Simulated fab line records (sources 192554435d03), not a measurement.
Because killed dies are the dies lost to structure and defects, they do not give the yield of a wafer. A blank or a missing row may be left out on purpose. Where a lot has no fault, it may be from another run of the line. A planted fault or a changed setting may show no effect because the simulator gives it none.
fab line records    flow n5_finfet
record: lots: 7  wafers: 21
route steps=1938 shown WELL_APT@21 FIN_SAQP@125 FIN_CUT@160 SD_EPI_N@267
start_h: hours from the record's first day to the start of the lot's first wafer shown    wait_h: hours since the lot's step before    " the same as in the row above    L1.1+2: a row that stands for several wafers    - no value present, or no start provided    * or withheld: withheld    < > ~ a bound
route shown NAME@n: names a module that has steps shown in the file, with the first one's number in the route    usual: the fault-free wafers' mean and standard deviation    same: alike in all rows    chamber/n: place in a boat    sites: readings site by site    _std_site: how widely they spread, as a standard deviation    _edge_site: inner sites' mean taken away from outer sites' mean    radius_mm: how far each site lies from the wafer's centre    mask NAME#n: copy n    behind: the tool/chamber that last shaped the wafer    hold: why the lot was held/for how many hours/how that ended    device: the transistor (n, p or np) that didn't switch    end of line: tests of these same wafers at the route's end    for a step that has no rows: nothing shown but its recipe    killed: dies lost to structure and defects at the first sort, not the wafer's yield    map: per-die view of a wafer (x killed, . not killed, _ where there is no die)
set.NAME: the setting as run; set.NAME@STEP: as run at that earlier step    model.NAME: the simulator's own value behind a step, which no gauge read
lots with deliberately changed settings; one table per step, one row per wafer
== steps ==
step: N5_WELL_APT_COAT_02
recipe: spin_rpm: 1357  resist_thk_nm: 950
lot.wafer  tool            chamber  start_h  wait_h  set.spin_rpm  model.coat_of_WELL_APT_COAT_02.thk_nm
L074.1     litho_track-05  0        -        -       1357          953.2
L074.3     "               0        "        "       1414          932.8
L074.5     "               0        "        "       1357          953.3
L075.1     litho_track-03  0        -        -       1357          948.3
L075.3     "               0        "        "       1505          899.5
L075.6     "               0        "        "       1357          949.4
L076.3     litho_track-03  0        -        -       1396          940
L076.5     "               0        "        "       1357          952.9
L076.6     "               0        "        "       1396          939.6
L079.1     litho_track-03  0        -        -       1417          935.1
L079.5     "               0        "        "       1357          952.6
L079.6     "               0        "        "       1357          955.2
L089.2     litho_track-01  0        -        -       1357          952.3
L089.4     "               0        "        "       1357          952.1
L089.5     "               0        "        "       1357          951.4
L091.1     litho_track-01  0        -        -       1357          949.7
L091.3     "               0        "        "       1357          950.8
L091.5     "               0        "        "       1249          991.3
L096.2     litho_track-05  0        -        -       1357          951.1
L096.3     "               0        "        "       1475          911.8
L096.5     "               0        "        "       1475          914.5
step: N5_WELL_APT_COAT_19
recipe: spin_rpm: 1357  resist_thk_nm: 950
lot.wafer  tool            chamber  start_h  wait_h  set.spin_rpm  model.coat_of_WELL_APT_COAT_19.thk_nm
L074.1     litho_track-03  0        -        -       1217          1007
L074.3     "               0        "        "       1217          1003
L074.5     "               0        "        "       1217          1005
L075.1     litho_track-01  0        -        -       1357          953.6
L075.3     "               0        "        "       1357          954
L075.6     "               0        "        "       1454          919.7
L076.3     litho_track-05  0        -        -       1357          953.8
L076.5     "               0        "        "       1357          953.2
L076.6     "               0        "        "       1215          1005
L079.1     litho_track-01  0        -        -       1357          951.5
L079.5     "               0        "        "       1357          952.5
L079.6     "               0        "        "       1398          937.9
L089.2     litho_track-03  0        -        -       1357          948.9
L089.4     "               0        "        "       1357          945
L089.5     "               0        "        "       1357          947.7
L091.1     litho_track-05  0        -        -       1357          945.9
L091.3     "               0        "        "       1357          944.6
L091.5     "               0        "        "       1357          945.3
L096.2     litho_track-03  0        -        -       1288          974.6
L096.3     "               0        "        "       1357          950.3
L096.5     "               0        "        "       1288          975.4
step: N5_WELL_APT_PEB_23
recipe: peb_temp_c: 130  peb_time_s: 90
lot.wafer   tool            chamber  start_h  wait_h  set.peb_temp_c
L074.1      litho_track-01  0        14.65    0.1     130
L074.3+5    "               0        "        "       132.6
L075.1      litho_track-01  0        21.12    0.1     130
L075.3+6    "               0        "        "       128
L076.3+5+6  litho_track-01  0        26.81    0.0     130
L079.1+5    litho_track-05  0        45.48    0.1     128.6
L079.6      "               0        "        "       130
L089.2+4+5  litho_track-05  0        104.80   0.0     130
L091.1+5    litho_track-01  0        116.56   0.1     130
L091.3      "               0        "        "       127.4
L096.2+3    litho_track-05  0        146.56   0.0     126.6
L096.5      "               0        "        "       130
step: N5_WELL_APT_DEVELOP_24
recipe: develop_time_s: 45  rinse_liquid: surfactant_rinse  dry: air_spin  dev_temp_c: 21
step: N5_WELL_APT_HARDBAKE_29
recipe: temp_c: 130  time_s: 120
step: N5_WELL_APT_CD_MEAS_25
recipe: target_cd_nm: 200  landing_energy_ev: 500  detector: se_inlens
usual: cd_nm: 199.6/1.4
lot.wafer  tool       chamber  start_h  wait_h  set.peb_temp_c@WELL_APT_PEB_23  cd_nm
L074.1     cd_sem-03  0        14.77    -       130                             195.1
L074.3     "          0        "        "       132.6                           208.9
L074.5     "          0        "        "       132.6                           207.9
L075.1     cd_sem-03  0        21.24    -       130                             202.8
L075.3     "          0        "        "       128                             190.3
L075.6     "          0        "        "       128                             192.0
L076.3     cd_sem-03  0        26.93    -       130                             197.1
L076.5     "          0        "        "       130                             198.7
L076.6     "          0        "        "       130                             197.2
L079.1     cd_sem-02  0        45.59    -       128.6                           190.6
L079.5     "          0        "        "       128.6                           191.4
L079.6     "          0        "        "       130                             200.3
L089.2     cd_sem-01  0        104.92   -       130                             201.1
L089.4     "          0        "        "       130                             199.6
L089.5     "          0        "        "       130                             197.4
L091.1     cd_sem-03  0        116.67   -       130                             198.3
L091.3     "          0        "        "       127.4                           182.7
L091.5     "          0        "        "       130                             199.6
L096.2     cd_sem-03  0        146.68   -       126.6                           175.1
L096.3     "          0        "        "       126.6                           176.5
L096.5     "          0        "        "       130                             198.7
step: N5_FIN_SAQP_SPACER1_ALD_24
recipe: material: SiO2  target_thk_a: 203  temp_c: 300  ald_precursor_family: BDEAS  ald_co_reactant: O2-plasma  pulse_time_s: 1  purge_time_s: 2  co_reactant_purge_time_s: 2  ald_cycles: 218  pressure_torr: 2
lot.wafer  tool        chamber  start_h  wait_h  set.ald_cycles  model.SiO2_of_FIN_SAQP_SPACER1_ALD_24.thk_nm
L074.1     ald_sin-02  3        23.09    0.3     218             20
L074.3     "           0        "        "       218             20.2
L074.5     "           0        "        "       191             17.8
L075.1     ald_sin-03  3        29.75    0.5     203             19
L075.3     "           2        "        "       218             20.2
L075.6     "           0        "        "       218             20.4
L076.3+6   ald_sin-01  0,3      34.85    0.1     218             20.4
L076.5     "           2        "        "       218             20.2
L079.1+6   ald_sin-01  2,3      55.49    0.3     250             23.4
L079.5     "           0        "        "       218             20.4
L089.2+5   ald_sin-02  1,0      113.01   0.3     218             20.4
L089.4     "           2        "        "       218             20.2
L091.1+5   ald_sin-03  1,0      124.79   0.3     207             19.4
L091.3     "           3        "        "       218             20.4
L096.2+3   ald_sin-03  2,3      154.91   0.3     209             19.4
L096.5     "           0        "        "       218             20.2
step: N5_FIN_SAQP_SPACER1_ETCHBACK_25
recipe: chemistry: CHF3/O2  mode: anisotropic_etchback  target: SiO2  target_depth_a: 244  time_s: 12.2  pressure_mtorr: 30  source_w: 650  bias_w: 170  Ar_flow_sccm: 200  CHF3_flow_sccm: 50  O2_flow_sccm: 5  ion_energy_ev: 200
step: N5_FIN_SAQP_MANDREL1_REMOVE_56
recipe: chemistry: HBr/Cl2/O2  bt_time_s: 10  target: a-Si  stop_on: SiNx  endpoint: OES-SiCl  over_etch_frac: 1  icp_w: 600  bias_w: 22  HBr_flow_sccm: 150  Cl2_flow_sccm: 80  O2_flow_sccm: 5  pressure_mtorr: 10
lot.wafer   tool       chamber  start_h  wait_h  set.ald_cycles@FIN_SAQP_SPACER1_ALD_24  model.FIN_SAQP.cd_nm
L074.1+3    rie_si-03  0,3      23.96    0.1     218                                     20
L074.5      "          2        "        "       191                                     17.6
L075.1      rie_si-01  2        30.57    0.1     203                                     19
L075.3+6    "          3        "        "       218                                     20.2
L076.3+5+6  rie_si-03  0,0,1    35.66    0.1     218                                     20.4
L079.1+6    rie_si-01  3        56.30    0.1     250                                     23.4
L079.5      "          2        "        "       218                                     20.4
L089.2+4    rie_si-01  0,1      113.87   0.1     218                                     20.4
L089.5      "          3        "        "       218                                     20.2
L091.1      rie_si-01  2        125.60   0.1     207                                     19.6
L091.3      "          0        "        "       218                                     20.4
L091.5      "          0        "        "       207                                     19.4
L096.2      rie_si-01  2        155.73   0.1     209                                     19.4
L096.3      "          3        "        "       209                                     19.2
L096.5      "          0        "        "       218                                     20.2
step: N5_FIN_SAQP_CD_MEAS_27
recipe: target_cd_nm: 20  landing_energy_ev: 1000  detector: se_inlens  polarity: line
usual: cd_nm: 20.28/0.22
lot.wafer  tool       chamber  start_h  wait_h  set.ald_cycles@FIN_SAQP_SPACER1_ALD_24  cd_nm
L074.1     cd_sem-03  0        24.07    0.1     218                                     19.92
L074.3     "          0        "        "       218                                     20.03
L074.5     "          0        "        "       191                                     17.46
L075.1     cd_sem-01  0        30.68    0.1     203                                     18.95
L075.3     "          0        "        "       218                                     20.12
L075.6     "          0        "        "       218                                     20.31
L076.3     cd_sem-02  0        35.78    0.1     218                                     20.10
L076.5     "          0        "        "       218                                     19.86
L076.6     "          0        "        "       218                                     20.47
L079.1     cd_sem-01  0        56.41    0.1     250                                     23.61
L079.5     "          0        "        "       218                                     20.32
L079.6     "          0        "        "       250                                     23.38
L089.2     cd_sem-02  0        113.98   0.1     218                                     20.42
L089.4     "          0        "        "       218                                     20.41
L089.5     "          0        "        "       218                                     20.03
L091.1     cd_sem-02  0        125.71   0.1     207                                     19.14
L091.3     "          0        "        "       218                                     20.59
L091.5     "          0        "        "       207                                     19.17
L096.2     cd_sem-02  0        155.84   0.1     209                                     19.45
L096.3     "          0        "        "       209                                     19.11
L096.5     "          0        "        "       218                                     20.05
step: N5_FIN_SAQP_ETCH_65
recipe: chemistry: CF4  target: SiO2  target_depth_a: 40  ion_energy_ev: 350  time_s: 4.4  pressure_mtorr: 10  icp_w: 800  bias_w: 400  cf4_flow_sccm: 80
lot.wafer  tool       chamber  start_h  wait_h  set.time_s  model.etch.depth_nm
L074.1     rie_si-04  3        24.23    0.1     4.4         3.899
L074.3     "          1        "        "       4.4         4.042
L074.5     "          0        "        "       3.414       3.1
L075.1     rie_si-03  2        30.84    0.1     4.4         4.047
L075.3     "          3        "        "       4.4         4
L075.6     "          1        "        "       4.4         3.969
L076.3     rie_si-01  3        35.94    0.1     4.4         3.962
L076.5     "          0        "        "       4.4         4.072
L076.6     "          1        "        "       4.123       3.725
L079.1     rie_si-04  2        56.58    0.1     4.4         3.98
L079.5     "          1        "        "       3.508       3.204
L079.6     "          2        "        "       4.4         3.963
L089.2     rie_si-04  2        114.23   0.1     4.4         3.951
L089.4     "          0        "        "       4.4         3.968
L089.5     "          0        "        "       4.4         3.945
L091.1     rie_si-04  3        125.87   0.1     4.4         3.913
L091.3     "          2        "        "       4.4         3.937
L091.5     "          2        "        "       4.4         3.934
L096.2     rie_si-01  1        155.99   0.1     4.4         3.939
L096.3     "          3        "        "       3.579       3.214
L096.5     "          1        "        "       3.579       3.198
step: N5_FIN_CUT_EXPOSE_05
recipe: mask_id: FIN_CUT  na: 0.33  source_shape: annular  sigma_inner: 0.35  sigma_outer: 0.8  polarization: unpolarized  dose_mj: 45.75
lot.wafer   tool            chamber  start_h  wait_h  mask       set.dose_mj
L074.1+3    euv_scanner-01  0        26.50    -       FIN_CUT#0  43.97
L074.5      "               0        "        "       FIN_CUT#0  45.75
L075.1      euv_scanner-02  0        33.32    -       FIN_CUT#0  45.75
L075.3+6    "               0        "        "       FIN_CUT#0  42.76
L076.3      euv_scanner-01  0        38.22    -       FIN_CUT#0  48.55
L076.5+6    "               0        "        "       FIN_CUT#0  45.75
L079.1      euv_scanner-02  0        59.06    -       FIN_CUT#0  48.86
L079.5+6    "               0        "        "       FIN_CUT#0  45.75
L089.2+4+5  euv_scanner-01  0        116.54   -       FIN_CUT#0  45.75
L091.1+5    euv_scanner-02  0        128.01   -       FIN_CUT#0  42.74
L091.3      "               0        "        "       FIN_CUT#0  45.75
L096.2+3    euv_scanner-02  0        158.38   -       FIN_CUT#0  47.37
L096.5      "               0        "        "       FIN_CUT#0  45.75
step: N5_FIN_CUT_PEB_06
recipe: peb_temp_c: 100  peb_time_s: 60  resist: CAR-EUV
step: N5_FIN_CUT_DEVELOP_07
recipe: develop_time_s: 30  developer: TMAH  resist: CAR-EUV  rinse_liquid: surfactant_rinse  dry: air_spin  dev_temp_c: 23
step: N5_FIN_CUT_CD_MEAS_08
recipe: target_cd_nm: 29.1  landing_energy_ev: 500  detector: se_inlens  polarity: opening
usual: cd_nm: 29.08/0.24
lot.wafer  tool       chamber  start_h  wait_h  set.dose_mj@FIN_CUT_EXPOSE_05  cd_nm
L074.1     cd_sem-01  0        26.63    -       43.97                          28.06
L074.3     "          0        "        "       43.97                          28.53
L074.5     "          0        "        "       45.75                          29.12
L075.1     cd_sem-02  0        33.46    -       45.75                          29.08
L075.3     "          0        "        "       42.76                          27.57
L075.6     "          0        "        "       42.76                          28.29
L076.3     cd_sem-02  0        38.34    -       48.55                          29.55
L076.5     "          0        "        "       45.75                          29.01
L076.6     "          0        "        "       45.75                          28.92
L079.1     cd_sem-03  0        59.19    -       48.86                          30.18
L079.5     "          0        "        "       45.75                          29.02
L079.6     "          0        "        "       45.75                          29.20
L089.2     cd_sem-01  0        116.67   -       45.75                          29.24
L089.4     "          0        "        "       45.75                          29.12
L089.5     "          0        "        "       45.75                          28.81
L091.1     cd_sem-02  0        128.15   -       42.74                          27.80
L091.3     "          0        "        "       45.75                          28.98
L091.5     "          0        "        "       42.74                          27.80
L096.2     cd_sem-03  0        158.51   -       47.37                          29.90
L096.3     "          0        "        "       47.37                          29.38
L096.5     "          0        "        "       45.75                          28.95
step: N5_FIN_CUT_DESCUM_13
recipe: chemistry: O2  time_s: 7  source_power_w: 50  bias_power_w: 20  pressure_mtorr: 20  rf_frequency_hz: 2.712e+07  temp_c: 40  resist: CAR-EUV  o2_flow_sccm: 225
step: N5_FIN_CUT_ETCH_30
recipe: chemistry: N2/H2  target: underlayer  target_depth_a: 130  mask_material: CAR-EUV  time_s: 10.4  ion_energy_ev: 200  pressure_mtorr: 30  source_w: 840  bias_w: 150  n2_flow_sccm: 200  h2_flow_sccm: 200  ends: cleared
lot.wafer   tool         chamber  start_h  wait_h  set.dose_mj@FIN_CUT_EXPOSE_05  model.FIN_CUT.cd_offset_nm
L074.1      rie_diel-03  2        26.81    0.0     43.97                          -0.6
L074.3      "            3        "        "       43.97                          -0.8
L074.5      "            3        "        "       45.75                          0.2
L075.1      rie_diel-04  1        33.61    0.0     45.75                          0
L075.3+6    "            3,1      "        "       42.76                          -1.2
L076.3      rie_diel-04  3        38.49    0.0     48.55                          0.8
L076.5      "            0        "        "       45.75                          0
L076.6      "            3        "        "       45.75                          -0.2
L079.1      rie_diel-04  2        59.35    0.0     48.86                          1.2
L079.5+6    "            0,1      "        "       45.75                          0
L089.2+4+5  rie_diel-03  0,3,1    116.83   0.0     45.75                          0
L091.1      rie_diel-04  1        128.31   0.0     42.74                          -1.2
L091.3      "            3        "        "       45.75                          0
L091.5      "            0        "        "       42.74                          -1
L096.2      rie_diel-03  0        158.66   0.0     47.37                          0.2
L096.3      "            2        "        "       47.37                          0.6
L096.5      "            3        "        "       45.75                          0
step: N5_FIN_CUT_ETCH_20
recipe: chemistry: CF4  target: SiARC  target_depth_a: 260  mask_material: CAR-EUV  time_s: 43.3  ion_energy_ev: 80  pressure_mtorr: 40  source_w: 545  bias_w: 36  Ar_flow_sccm: 100  cf4_flow_sccm: 100  ends: cleared
lot.wafer   tool         chamber  start_h  wait_h  set.dose_mj@FIN_CUT_EXPOSE_05  model.FIN_CUT.cd_offset_nm
L074.1+3    rie_diel-03  2,3      26.83    0.0     43.97                          -0.8
L074.5      "            3        "        "       45.75                          0
L075.1      rie_diel-04  1        33.63    0.0     45.75                          0
L075.3+6    "            3,1      "        "       42.76                          -1.2
L076.3      rie_diel-04  3        38.51    0.0     48.55                          1
L076.5+6    "            0,3      "        "       45.75                          -0.2
L079.1      rie_diel-04  2        59.37    0.0     48.86                          1.2
L079.5+6    "            0,1      "        "       45.75                          0
L089.2+4+5  rie_diel-03  0,3,1    116.85   0.0     45.75                          0
L091.1      rie_diel-04  1        128.33   0.0     42.74                          -1.2
L091.3      "            3        "        "       45.75                          0.2
L091.5      "            0        "        "       42.74                          -1
L096.2      rie_diel-03  0        158.68   0.0     47.37                          0.2
L096.3      "            2        "        "       47.37                          0.6
L096.5      "            3        "        "       45.75                          -0.2
step: N5_FIN_CUT_ETCH_21
recipe: chemistry: N2/H2  target: SOC  target_depth_a: 2190  overetch_a: 438  mask_material: SiARC  temp_c: 40  ion_energy_ev: 100  bias_w: 61  time_s: 523.5  pressure_mtorr: 30  source_w: 850  n2_flow_sccm: 200  h2_flow_sccm: 200
step: N5_FIN_CUT_STRIP_23
recipe: chemistry: N2/H2  temp_c: 40  n2_flow_sccm: 200  h2_flow_sccm: 200  rf_frequency_hz: 6e+07
step: N5_FIN_CUT_STRIP_31
recipe: chemistry: N2/H2  temp_c: 40  n2_flow_sccm: 200  h2_flow_sccm: 200  rf_frequency_hz: 6e+07
step: N5_FIN_CUT_STRIP_24
recipe: chemistry: CF4  resist: SiARC  power_w: 300  bias_power_w: 75  pressure_mtorr: 50  cf4_flow_sccm: 150  rf_frequency_hz: 6e+07
step: N5_FIN_CUT_CUT_ETCH_26
recipe: chemistry: CH3F/O2  target: SiNx  target_depth_a: 390  mask_material: SOC  time_s: 55.7  pressure_mtorr: 30  source_w: 395  bias_w: 73  Ar_flow_sccm: 150  CH3F_flow_sccm: 30  O2_flow_sccm: 20  ion_energy_ev: 120
lot.wafer   tool         chamber  start_h  wait_h  set.dose_mj@FIN_CUT_EXPOSE_05  model.FIN_CUT.cd_offset_nm
L074.1      rie_diel-03  2        27.21    0.0     43.97                          -0.6
L074.3      "            3        "        "       43.97                          -0.8
L074.5      "            3        "        "       45.75                          0
L075.1      rie_diel-04  1        34.02    0.0     45.75                          -0.2
L075.3+6    "            3,1      "        "       42.76                          -1.4
L076.3      rie_diel-04  3        38.90    0.0     48.55                          1
L076.5+6    "            0,3      "        "       45.75                          0
L079.1      rie_diel-04  2        59.75    0.0     48.86                          1.2
L079.5      "            0        "        "       45.75                          -0.2
L079.6      "            1        "        "       45.75                          0
L089.2+4+5  rie_diel-03  0,3,1    117.23   0.0     45.75                          -0.2
L091.1+5    rie_diel-04  1,0      128.71   0.0     42.74                          -1.4
L091.3      "            3        "        "       45.75                          0.2
L096.2      rie_diel-03  0        159.07   0.0     47.37                          -0.2
L096.3      "            2        "        "       47.37                          1
L096.5      "            3        "        "       45.75                          -0.4
step: N5_SD_EPI_N_EXPOSE_06
recipe: mask_id: SD_N_BLK  na: 1.35  source_shape: conventional  sigma_outer: 0.8  polarization: unpolarized  target_cd_nm: 120  dose_mj: 39.75
lot.wafer   tool             chamber  start_h  wait_h  mask        set.dose_mj
L074.1      arfi_scanner-02  0        47.71    -       SD_N_BLK#0  39.75
L074.3+5    "                0        "        "       SD_N_BLK#0  38.86
L075.1+3    arfi_scanner-02  0        54.96    -       SD_N_BLK#0  38.62
L075.6      "                0        "        "       SD_N_BLK#0  39.75
L076.3+6    arfi_scanner-02  0        59.47    -       SD_N_BLK#0  37.13
L076.5      "                0        "        "       SD_N_BLK#0  39.75
L079.1+5    arfi_scanner-01  0        79.96    -       SD_N_BLK#0  42.56
L079.6      "                0        "        "       SD_N_BLK#0  39.75
L089.2+4+5  arfi_scanner-02  0        149.93   -       SD_N_BLK#0  39.75
L091.1+3+5  arfi_scanner-02  0        150.85   -       SD_N_BLK#0  39.75
L096.2      arfi_scanner-02  0        181.17   -       SD_N_BLK#0  38.85
L096.3+5    "                0        "        "       SD_N_BLK#0  39.75
== key ==
split: step: N5_WELL_APT_COAT_02  setting: spin_rpm  stated: 1357  by: wafer
response: step: N5_WELL_APT_COAT_02  reading: model.coat_of_WELL_APT_COAT_02.thk_nm  change: -4.62  per: 1%  r: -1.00
split: step: N5_WELL_APT_COAT_19  setting: spin_rpm  stated: 1357  by: wafer
response: step: N5_WELL_APT_COAT_19  reading: model.coat_of_WELL_APT_COAT_19.thk_nm  change: -4.84  per: 1%  r: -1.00
split: step: N5_WELL_APT_PEB_23  setting: peb_temp_c  stated: 130  by: wafer
response: step: N5_WELL_APT_CD_MEAS_25  reading: cd_nm  change: +7.99  per: 1%  r: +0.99
split: step: N5_FIN_SAQP_SPACER1_ALD_24  setting: ald_cycles  stated: 218  by: wafer
response: step: N5_FIN_SAQP_SPACER1_ALD_24  reading: model.SiO2_of_FIN_SAQP_SPACER1_ALD_24.thk_nm  change: +0.196  per: 1%  r: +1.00
response: step: N5_FIN_SAQP_MANDREL1_REMOVE_56  reading: model.FIN_SAQP.cd_nm  change: +0.197  per: 1%  r: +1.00
response: step: N5_FIN_SAQP_CD_MEAS_27  reading: cd_nm  change: +0.211  per: 1%  r: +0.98
split: step: N5_FIN_SAQP_ETCH_65  setting: time_s  stated: 4.4  by: wafer
response: step: N5_FIN_SAQP_ETCH_65  reading: model.etch.depth_nm  change: +0.0389  per: 1%  r: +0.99
split: step: N5_FIN_CUT_EXPOSE_05  setting: dose_mj  stated: 45.75  by: wafer
response: step: N5_FIN_CUT_CD_MEAS_08  reading: cd_nm  change: +0.161  per: 1%  r: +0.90
response: step: N5_FIN_CUT_ETCH_30  reading: model.FIN_CUT.cd_offset_nm  change: +0.171  per: 1%  r: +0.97
response: step: N5_FIN_CUT_ETCH_20  reading: model.FIN_CUT.cd_offset_nm  change: +0.188  per: 1%  r: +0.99
response: step: N5_FIN_CUT_CUT_ETCH_26  reading: model.FIN_CUT.cd_offset_nm  change: +0.197  per: 1%  r: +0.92
split: step: N5_SD_EPI_N_EXPOSE_06  setting: dose_mj  stated: 39.75  by: wafer
response none in this file
